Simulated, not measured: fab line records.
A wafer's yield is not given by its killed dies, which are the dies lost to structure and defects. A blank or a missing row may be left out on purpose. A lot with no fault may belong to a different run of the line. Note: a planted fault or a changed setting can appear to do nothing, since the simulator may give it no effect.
fab line records ; flow nand_harc
[record] lots = 12; wafers = 36; last_day = 25
route steps=1159 shown A_CHANNEL_HOLE_D1@450 END@1159
lots that met no fault: from a run of the same line without faults
start_h: start of the lot's first displayed wafer, in hours after the record's first day ; wait_h: hours from the lot's prior step to this one ; " same as the row above ; L1.1+2: a single row standing in for several wafers ; - no value present, or no start provided ; * or withheld: withheld ; < > ~ a bound
route shown NAME@n: NAME is a module with steps in the file, n the number in the route of the first one ; usual: mean/standard deviation taken from wafers without a fault ; same: alike in all rows ; chamber/n: place in a boat ; sites: the reading at each site ; _std_site: their standard deviation ; _edge_site: outer sites' mean less inner sites' ; radius_mm: how far each site lies from the wafer's centre ; mask NAME#n: copy n ; behind: tool/chamber where the wafer was last shaped ; hold: why the lot was held/for how many hours/how that ended ; device: transistor that didn't switch, given as n, p or np ; end of line: at the end of the route, the tests of the same wafers ; a step with no rows: only its recipe ; killed: the dies lost at the first sort to structure and to defects; this is not the yield of the wafer ; map: a wafer's dies, marking killed ones x, the rest . and places with no die _
set.NAME: the setting as run; set.NAME@STEP: as run at that earlier step ; model.NAME: the simulator's own value behind a step, which no gauge read
steps of the route over a sample of lots; a table a step, a row a wafer
services: the hour from which a tool's chamber was out of use, counted from the record's first day as start_h (under 0 if before that day), plus the number of hours and why
[[steps]]
[step NHARC_A_CHANNEL_HOLE_D1_DEP_00]
[recipe] target_thk_a = 31000; temp_c = 400; material = aC
[usual] throttle_valve_pct = 35.000/0.0096
lot.wafer;tool;chamber;start_h;wait_h;throttle_valve_pct
L908.3;acl_dep-03;0;183.78;2.9;35.009
L908.5;acl_dep-03;0;183.78;2.9;34.989
L908.6;acl_dep-03;0;183.78;2.9;35.006
L911.2;acl_dep-02;0;193.52;1.8;34.996
L911.5;acl_dep-02;0;193.52;1.8;35.018
L911.6;acl_dep-02;0;193.52;1.8;34.997
L910.1;acl_dep-03;0;194.13;2.2;34.984
L910.3;acl_dep-03;0;194.13;2.2;34.986
L910.5;acl_dep-03;0;194.13;2.2;35.012
L912.1;acl_dep-03;0;201.85;0.1;34.996
L912.2;acl_dep-03;0;201.85;0.1;34.998
L912.6;acl_dep-03;0;203.42;1.6;35.009
L913.1;acl_dep-02;0;206.85;0.1;35.005
L913.2;acl_dep-02;0;206.85;0.1;34.985
L913.3;acl_dep-02;0;206.85;0.1;35.005
L913.1;acl_dep-02;0;208.98;1.8;35.003
L913.2;acl_dep-02;0;208.98;1.8;35.005
L913.3;acl_dep-02;0;208.98;1.8;35.008
L914.3;acl_dep-01;0;207.83;0.8;35.000
L914.4;acl_dep-01;0;207.83;0.8;35.012
L914.6;acl_dep-01;0;207.83;0.8;35.007
L919.1;acl_dep-03;0;261.15;0.1;35.020
L919.2;acl_dep-03;0;261.15;0.1;34.996
L919.3;acl_dep-03;0;261.15;0.1;34.993
L919.1;acl_dep-01;0;263.54;2.1;34.997
L919.2;acl_dep-01;0;263.54;2.1;35.000
L919.3;acl_dep-01;0;263.54;2.1;35.010
L918.4;acl_dep-03;0;264.00;2.4;34.997
L918.5;acl_dep-03;0;264.00;2.4;35.013
L918.6;acl_dep-03;0;264.00;2.4;34.993
L918.4;acl_dep-03;0;266.15;1.8;34.992
L918.5;acl_dep-03;0;266.15;1.8;35.008
L918.6;acl_dep-03;0;266.15;1.8;34.994
L924.2;acl_dep-02;0;272.81;1.9;35.015
L924.4;acl_dep-02;0;272.81;1.9;34.994
L924.6;acl_dep-02;0;272.81;1.9;35.011
L923.2;acl_dep-01;0;272.98;1.8;34.996
L923.4;acl_dep-01;0;272.98;1.8;34.999
L923.5;acl_dep-01;0;272.98;1.8;35.000
L929.2;acl_dep-02;0;300.42;0.4;35.004
L929.3;acl_dep-02;0;300.42;0.4;35.010
L929.5;acl_dep-02;0;300.42;0.4;34.987
L930.1;acl_dep-01;0;307.40;2.4;34.996
L930.2;acl_dep-01;0;307.40;2.4;34.987
L930.6;acl_dep-01;0;308.99;3.9;35.012
[step NHARC_A_CHANNEL_HOLE_D1_ETCH_34]
[recipe] target_depth_a = 1540; time_s = 77; cf4_flow_sccm = 100; chf3_flow_sccm = 30; ar_flow_sccm = 0; rf_w = 500; bias_w = 200; chemistry = CF4/CHF3
[usual] drypump_motor_current_A = 5.7/0.39; oes_product_au = 0.944/0.025; rf_fwd_power_W = 495.5/1.7; rf_vpp_V = 371.5/2.4; showerhead_plenum_p_Torr = 1.60/0.068; throttle_valve_pct = 16.802/0.0088
lot.wafer;tool;chamber;start_h;wait_h;drypump_motor_current_A;oes_product_au;rf_fwd_power_W;rf_hours_counter_h;rf_vpp_V;showerhead_plenum_p_Torr;throttle_valve_pct
L908.3;rie_diel-01;3;-;-;5.4;0.959;496.7;1;371.6;1.60;16.801
L908.5;rie_diel-01;0;-;-;5.5;0.966;496.0;-;372.9;1.68;16.802
L908.6;rie_diel-01;1;-;-;5.3;0.965;494.2;-;371.0;1.59;16.812
L911.2;rie_diel-13;2;-;-;6.6;0.974;498.5;8;370.6;1.58;16.793
L911.5;rie_diel-13;2;-;-;6.6;0.962;498.1;-;371.9;1.58;16.804
L911.6;rie_diel-13;3;-;-;5.9;0.974;496.3;-;367.8;1.49;16.798
L910.3;rie_diel-01;1;-;-;5.3;0.944;494.6;3;371.3;1.59;16.805
L910.1;rie_diel-01;3;-;-;5.4;0.943;494.9;3;370.6;1.60;16.800
L910.5;rie_diel-01;0;-;-;5.5;0.937;496.6;-;374.7;1.68;16.797
L912.1;rie_diel-13;1;-;-;6.0;0.950;493.8;9;369.3;1.55;16.788
L912.2;rie_diel-13;3;-;-;5.9;0.962;495.4;9;368.0;1.49;16.817
L912.6;rie_diel-13;0;-;-;5.9;0.968;493.2;-;372.8;1.68;16.798
L914.3;rie_diel-13;0;-;-;5.9;0.944;496.5;10;374.2;1.68;16.804
L914.4;rie_diel-13;1;-;-;6.0;0.978;494.2;10;368.7;1.55;16.807
L914.6;rie_diel-13;3;-;-;5.9;0.962;493.5;-;368.7;1.49;16.808
L913.1;rie_diel-01;0;-;-;5.5;0.925;496.9;4;374.5;1.68;16.794
L913.3;rie_diel-01;1;-;-;5.3;0.982;495.4;4;370.1;1.59;16.787
L913.2;rie_diel-01;2;-;-;5.3;0.920;491.5;2;374.2;1.69;16.808
L919.1;rie_diel-12;1;-;-;5.5;0.938;499.4;3;368.5;1.50;16.818
L919.3;rie_diel-12;2;-;-;6.5;0.944;495.2;2;370.7;1.58;16.805
L919.2;rie_diel-12;3;-;-;6.1;0.928;496.2;2;368.1;1.48;16.817
L918.4;rie_diel-12;2;-;-;6.5;0.970;498.2;3;369.3;1.58;16.787
L918.6;rie_diel-12;0;-;-;6.0;0.941;496.5;-;370.2;1.56;16.814
L918.5;rie_diel-12;1;-;-;5.5;0.967;499.0;-;368.0;1.50;16.798
L924.4;rie_diel-01;2;-;-;5.3;0.954;495.2;6;373.9;1.69;16.804
L924.2;rie_diel-01;1;-;-;5.3;0.962;496.6;8;369.3;1.59;16.803
L924.6;rie_diel-01;3;-;-;5.4;0.976;495.6;-;372.1;1.59;16.781
L923.4;rie_diel-13;2;-;-;6.5;0.912;495.1;13;371.4;1.58;16.798
L923.2;rie_diel-13;0;-;-;6.0;0.920;493.7;15;376.3;1.68;16.804
L923.5;rie_diel-13;1;-;-;6.0;0.916;495.1;-;367.6;1.55;16.815
L929.3;rie_diel-01;2;-;-;5.3;0.909;494.4;9;373.8;1.69;16.793
L929.2;rie_diel-01;1;-;-;5.3;0.924;497.1;11;370.0;1.59;16.802
L929.5;rie_diel-01;2;-;-;5.3;0.915;494.9;-;374.2;1.69;16.816
L930.1;rie_diel-01;3;-;-;5.4;0.915;493.8;13;370.4;1.59;16.767
L930.2;rie_diel-01;0;-;-;5.5;0.917;494.4;13;373.9;1.67;16.801
L930.6;rie_diel-01;2;-;-;5.3;0.921;494.2;-;375.6;1.69;16.794
[step NHARC_A_CHANNEL_HOLE_D1_ETCH_16]
[recipe] target_depth_a = 31000; over_etch_frac = 0.3; time_s = 806; ion_energy_ev = 150; o2_flow_sccm = 400; cos_flow_sccm = 20; ar_flow_sccm = 0; rf_w = 500; bias_w = 300; chemistry = O2/COS
[usual] drypump_motor_current_A = 5.7/0.38; oes_product_au = 0.998/0.0077; rf_fwd_power_W = 499.3/1.4; rf_vpp_V = 315.0/2.1; showerhead_plenum_p_Torr = 3.18/0.13; throttle_valve_pct = 28.329/0.0098
lot.wafer;tool;chamber;start_h;wait_h;drypump_motor_current_A;oes_product_au;rf_fwd_power_W;rf_hours_counter_h;rf_vpp_V;showerhead_plenum_p_Torr;throttle_valve_pct
L908.3;rie_diel-01;0;-;-;5.6;0.990;499.1;2;317.3;3.33;28.318
L908.6;rie_diel-01;1;-;-;5.4;0.989;498.0;-;314.8;3.15;28.310
L908.5;rie_diel-01;0;-;-;5.5;0.984;498.7;-;315.0;3.33;28.330
L911.2;rie_diel-13;1;-;-;6.0;1.004;499.1;8;314.6;3.08;28.325
L911.6;rie_diel-13;0;-;-;6.0;0.991;497.7;-;317.8;3.34;28.322
L911.5;rie_diel-13;1;-;-;6.0;0.999;499.9;-;314.1;3.08;28.324
L910.3;rie_diel-01;0;-;-;5.5;0.991;497.5;3;316.9;3.33;28.340
L910.1;rie_diel-01;1;-;-;5.3;0.998;498.7;3;315.2;3.15;28.321
L910.5;rie_diel-01;1;-;-;5.4;0.998;498.7;-;315.2;3.15;28.313
L912.2;rie_diel-13;0;-;-;5.9;1.000;496.7;9;317.1;3.34;28.327
L912.1;rie_diel-13;1;-;-;6.0;1.006;500.7;9;313.3;3.08;28.303
L912.6;rie_diel-13;2;-;-;6.6;0.995;500.4;-;314.4;3.13;28.339
L914.3;rie_diel-13;3;-;-;5.9;1.007;498.8;11;311.6;2.95;28.318
L914.4;rie_diel-13;2;-;-;6.5;0.992;498.0;11;314.4;3.13;28.345
L914.6;rie_diel-13;0;-;-;6.0;1.000;499.9;-;318.2;3.33;28.328
L913.3;rie_diel-01;1;-;-;5.4;1.002;500.8;4;313.5;3.15;28.324
L913.2;rie_diel-01;2;-;-;5.3;0.993;498.0;2;317.8;3.36;28.331
L913.1;rie_diel-01;3;-;-;5.5;1.011;499.9;4;313.4;3.17;28.327
L919.3;rie_diel-12;1;-;-;5.5;0.996;501.4;3;312.1;2.98;28.334
L919.2;rie_diel-12;2;-;-;6.5;1.005;502.9;3;315.9;3.13;28.310
L919.1;rie_diel-12;3;-;-;6.2;1.005;500.8;3;310.5;2.93;28.331
L918.4;rie_diel-12;3;-;-;6.2;1.014;499.6;3;311.7;2.93;28.341
L918.5;rie_diel-12;3;-;-;6.2;1.021;498.2;-;310.3;2.93;28.336
L918.6;rie_diel-12;0;-;-;6.1;1.014;499.7;-;313.4;3.09;28.333
L924.2;rie_diel-01;2;-;-;5.3;0.986;500.3;7;317.5;3.36;28.336
L924.4;rie_diel-01;3;-;-;5.4;0.993;499.8;9;315.3;3.16;28.345
L924.6;rie_diel-01;1;-;-;5.4;1.010;500.5;-;315.6;3.15;28.329
L923.4;rie_diel-13;2;-;-;6.6;0.993;499.2;13;315.2;3.13;28.335
L923.2;rie_diel-13;1;-;-;6.0;0.993;498.8;15;312.8;3.08;28.321
L923.5;rie_diel-13;2;-;-;6.5;0.996;501.2;-;313.8;3.13;28.311
L929.3;rie_diel-01;1;-;-;5.4;1.009;501.2;11;315.0;3.15;28.329
L929.2;rie_diel-01;2;-;-;5.3;1.003;498.1;9;316.7;3.35;28.328
L929.5;rie_diel-01;0;-;-;5.5;1.006;497.8;-;317.5;3.32;28.348
L930.2;rie_diel-01;1;-;-;5.3;1.000;500.1;12;315.2;3.14;28.335
L930.1;rie_diel-01;0;-;-;5.6;1.003;500.5;13;317.4;3.32;28.337
L930.6;rie_diel-01;2;-;-;5.3;0.998;498.8;-;317.8;3.35;28.314
[step NHARC_A_CHANNEL_HOLE_D1_CD_MEAS_18]
[usual] cd_nm = 99.3/1.6
lot.wafer;tool;chamber;start_h;wait_h;cd_nm
L908.3;cd_sem-02;-;187.31;-;99.9
L908.5;cd_sem-02;-;187.31;-;99.7
L908.6;cd_sem-02;-;187.31;-;100.0
L911.2;cd_sem-02;-;197.16;-;100.4
L911.5;cd_sem-02;-;197.16;-;100.8
L911.6;cd_sem-02;-;197.16;-;101.1
L910.1;cd_sem-01;-;198.32;-;98.3
L910.3;cd_sem-01;-;198.32;-;100.6
L910.5;cd_sem-01;-;198.32;-;96.2
L912.1;cd_sem-01;-;205.78;-;98.2
L912.2;cd_sem-01;-;205.78;-;100.1
L912.6;cd_sem-01;-;205.78;-;97.9
L914.3;cd_sem-02;-;211.16;-;101.3
L914.4;cd_sem-02;-;211.16;-;98.8
L914.6;cd_sem-02;-;211.16;-;99.3
L913.1;cd_sem-01;-;213.22;-;99.7
L913.2;cd_sem-01;-;213.22;-;97.9
L913.3;cd_sem-01;-;213.22;-;98.1
L919.1;cd_sem-02;-;268.23;-;97.4
L919.2;cd_sem-02;-;268.23;-;101.2
L919.3;cd_sem-02;-;268.23;-;99.5
L918.4;cd_sem-02;-;269.11;-;99.0
L918.5;cd_sem-02;-;269.11;-;97.6
L918.6;cd_sem-02;-;269.11;-;99.9
L924.2;cd_sem-03;-;276.31;-;99.3
L924.4;cd_sem-03;-;276.31;-;98.4
L924.6;cd_sem-03;-;276.31;-;98.7
L923.2;cd_sem-02;-;276.46;-;100.7
L923.4;cd_sem-02;-;276.46;-;98.2
L923.5;cd_sem-02;-;276.46;-;98.4
L929.2;cd_sem-01;-;304.11;-;98.7
L929.3;cd_sem-01;-;304.11;-;99.3
L929.5;cd_sem-01;-;304.11;-;99.4
L930.1;cd_sem-02;-;311.34;-;96.4
L930.2;cd_sem-02;-;311.34;-;97.5
L930.6;cd_sem-02;-;311.34;-;100.2
[step NHARC_END_SORT_01]
[recipe] temp_c = 25
[usual] killed_at_array = 25/9.8; killed_at_other = 0.8/1.1; killed_at_periphery = 3.3/2.1; killed_dies = 29/10; killed_open = 3.3/1.8; killed_short = 1.9/1.4
[same] gross_dies = 677
lot.wafer;tool;chamber;start_h;wait_h;killed_at_array;killed_at_other;killed_at_periphery;killed_dies;killed_open;killed_short
L913.1;prober-02;0;488.18;2.5;676;0;1;677;1;2
L913.2;prober-02;0;488.99;2.8;672;2;3;677;1;2
L913.3;prober-02;0;489.80;3.1;670;1;6;677;6;2
L918.4;prober-01;0;542.82;3.4;671;1;5;677;3;4
L918.5;prober-01;0;543.61;3.7;672;1;4;677;5;1
L918.6;prober-01;0;544.41;4.0;675;0;2;677;3;0
L919.1;prober-01;0;548.20;2.5;671;1;5;677;6;2
L919.2;prober-01;0;549.00;2.8;673;0;4;677;5;3
L919.3;prober-01;0;549.80;3.1;675;0;2;677;4;2
// killed by level:class
L913.1 A_CHANNEL_HOLE_D1:area_dep=654 A_CHANNEL_HOLE_D1:chamber_film_flake=9 A_STAIRCASE:chamber_film_flake=6 A_CONTACT:chamber_film_flake=3 A_CHANNEL_FILL_D1:geometric_particle:open=1 A_SGD_CUT:geometric_particle:short=1 A_WL_FILL:geometric_particle:short=1 P_STI:chamber_film_flake=1
L913.2 A_CHANNEL_HOLE_D1:area_dep=649 A_CHANNEL_HOLE_D1:chamber_film_flake=14 A_STAIRCASE:chamber_film_flake=4 A_WL_FILL:chamber_film_flake=3 THIN_TSV:chamber_film_flake=2 P_STI:geometric_particle:short=1 P_GATE:geometric_particle:open=1 A_M0:geometric_particle:short=1
L913.3 A_CHANNEL_HOLE_D1:area_dep=646 A_CHANNEL_HOLE_D1:chamber_film_flake=10 A_STAIRCASE:chamber_film_flake=5 P_STI:chamber_film_flake=4 P_CONTACT:geometric_particle:open=2 A_SGD_CUT:geometric_particle:short=2 A_BLC:geometric_particle:open=2 A_CONTACT:chamber_film_flake=2
L918.4 A_CHANNEL_HOLE_D1:area_dep=647 A_CHANNEL_HOLE_D1:chamber_film_flake=18 A_WL_FILL:geometric_particle:short=2 P_STI:chamber_film_flake=2 P_CONTACT:geometric_particle:open=1 P_M0:geometric_particle:open=1 P_M2:geometric_particle:open=1 A_SGD_CUT:geometric_particle:short=1
L918.5 A_CHANNEL_HOLE_D1:area_dep=645 A_CHANNEL_HOLE_D1:chamber_film_flake=19 A_CONTACT:geometric_particle:open=2 P_STI:chamber_film_flake=2 A_M1:chamber_film_flake=2 P_CONTACT:geometric_particle:open=1 P_M0:geometric_particle:open=1 A_ONON_D1:geometric_particle:open=1
L918.6 A_CHANNEL_HOLE_D1:area_dep=652 A_CHANNEL_HOLE_D1:chamber_film_flake=12 A_STAIRCASE:chamber_film_flake=6 P_M0:geometric_particle:open=1 A_CHANNEL_HOLE_D1:geometric_particle:open=1 A_BLC:geometric_particle:open=1 P_GATE:chamber_film_flake=1 A_SLIT:chamber_film_flake=1
L919.1 A_CHANNEL_HOLE_D1:area_dep=657 A_CHANNEL_HOLE_D1:chamber_film_flake=6 P_CONTACT:geometric_particle:open=3 A_CONTACT:geometric_particle:open=3 A_STAIRCASE:chamber_film_flake=2 A_SLIT:geometric_particle:short=1 A_M0:geometric_particle:short=1 P_STI:chamber_film_flake=1
L919.2 A_CHANNEL_HOLE_D1:area_dep=659 A_CHANNEL_HOLE_D1:chamber_film_flake=4 A_CONTACT:chamber_film_flake=4 P_CONTACT:geometric_particle:open=2 A_SGD_CUT:geometric_particle:open=1 P_CONTACT:geometric_particle:short=1 A_CHANNEL_FILL_D1:geometric_particle:short=1 A_CHANNEL_FILL_D1:geometric_particle:open=1
L919.3 A_CHANNEL_HOLE_D1:area_dep=662 A_CHANNEL_HOLE_D1:chamber_film_flake=5 A_STAIRCASE:chamber_film_flake=2 P_M1:geometric_particle:open=1 A_CHANNEL_FILL_D1:geometric_particle:open=1 A_SGD_CUT:geometric_particle:short=1 A_CONTACT:geometric_particle:short=1 A_BLC:geometric_particle:open=1
[[services]]
tool;chamber;start_h;hours;kind
acl_dep-02;-;168.86;13.0;pm
rie_diel-01;0;171.30;-;clean
rie_diel-01;1;171.30;-;clean
rie_diel-01;2;171.30;-;clean
rie_diel-01;3;171.30;-;clean
rie_diel-12;-;174.62;0.3;repair
rie_diel-13;-;175.30;0.5;repair
rie_diel-13;2;178.47;8.5;repair
rie_diel-01;2;184.30;15.7;repair
rie_diel-01;0;195.80;-;clean
rie_diel-01;1;195.80;-;clean
rie_diel-01;3;195.80;-;clean
rie_diel-12;0;197.91;6.5;repair
rie_diel-12;-;202.78;9.0;pm
rie_diel-01;0;220.47;-;clean
rie_diel-01;1;220.47;-;clean
rie_diel-01;2;220.47;-;clean
rie_diel-01;3;220.47;-;clean
acl_dep-03;-;225.83;13.0;pm
rie_diel-13;2;228.25;23.1;repair
acl_dep-01;-;235.68;1.6;repair
rie_diel-13;-;265.78;1.5;repair
rie_diel-13;-;276.22;9.0;pm
acl_dep-01;-;294.40;13.0;pm
[[key]]
[first_sign] step = NHARC_A_CHANNEL_HOLE_D1_DEP_00; reading = visit; direction = added
[effect] step = NHARC_END_SORT_01; reading = killed_at_array; direction = up; sigmas = 66; usual = 25; struck = 673
[more_kills_born_at] NHARC_A_CHANNEL_HOLE_D1_DEP_00@acl_dep-01 = 1978; NHARC_A_CHANNEL_HOLE_D1_DEP_00@acl_dep-02 = 1949; NHARC_A_CHANNEL_HOLE_D1_DEP_00@acl_dep-03 = 1944
met_at NHARC_A_CHANNEL_HOLE_D1_DEP_00
struck_lots L913,L918,L919
later_rows_left_out L913.1,L913.2,L913.3,L918.4,L918.5,L918.6,L919.1,L919.2,L919.3
tester_left_out L913,L918,L919
not_acting_at NHARC_A_CHANNEL_HOLE_D1_ETCH_34,NHARC_A_CHANNEL_HOLE_D1_ETCH_16,NHARC_A_CHANNEL_HOLE_D1_CD_MEAS_18
[fault] kind = repeated_step_whole; tool = acl_dep-01,acl_dep-02,acl_dep-03; chamber = -; onset_h = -; steps = NHARC_A_CHANNEL_HOLE_D1_DEP_00; times = 1; scope = struck_lots_only
// tester_left_out: of these lots the tester's yield and bins aren't shown, on N5 and GAA mostly nor the transistor test; their killed dies are dies lost to structure and defects alone, not to doping, threshold or leakage, so they don't give the yield
// later_rows_left_out: the simulator's readings of these wafers behind a module that went badly wrong aren't trusted and aren't shown, but for the sort
